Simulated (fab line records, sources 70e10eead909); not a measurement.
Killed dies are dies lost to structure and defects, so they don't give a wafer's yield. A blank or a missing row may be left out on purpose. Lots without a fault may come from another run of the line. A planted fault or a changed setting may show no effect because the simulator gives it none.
Chamber matching | flow nand_harc | NHARC_A_BLC_ETCH_16 on rie_diel-01: 4 sister chambers
The step etches the open film in CF4, target depth 39 nm, time 65 s. 4 wafers are shown with their chamber, then 8 later ones without.

WAFERS WITH THEIR CHAMBER
wafer  | chamber | drypump_motor_current_A (A)
L076.5 | 3       | 5.9
L083.2 | 2       | 5.0
L083.5 | 0       | 5.3
L084.1 | 1       | 6.6

WAFERS WITHOUT THEIR CHAMBER
wafer  | drypump_motor_current_A (A)
L084.4 | 5.0
L084.5 | 5.3
L086.1 | 5.1
L086.2 | 6.7
L086.4 | 5.9
L096.1 | 5.0
L096.4 | 6.6
L096.6 | 6.6

WHICH CHAMBER EACH WENT THROUGH
wafer  | from the rows above | in truth
L084.4 | 2                   | 2
L084.5 | 0                   | 0
L086.1 | 2                   | 2
L086.2 | 1                   | 1
L086.4 | 3                   | 3
L096.1 | 2                   | 2
L096.4 | 1                   | 1
L096.6 | 1                   | 1
Placed correctly: 8 of 8. Can't be placed from these rows: 0. Placed wrongly: 0.
How it was worked out, from the rows above alone: a wafer's distance from a chamber is the root of the sum, over the readings, of the square of ((its reading less the chamber's mean) divided by the reading's scatter). The wafer belongs to the nearest chamber; if the next one is less than 2 further off, it can't be placed. A chamber's mean is the mean of its shown wafers. The scatter: with one shown wafer a chamber, the root of the mean of the squares of how far each hidden wafer lies from its nearest shown one.
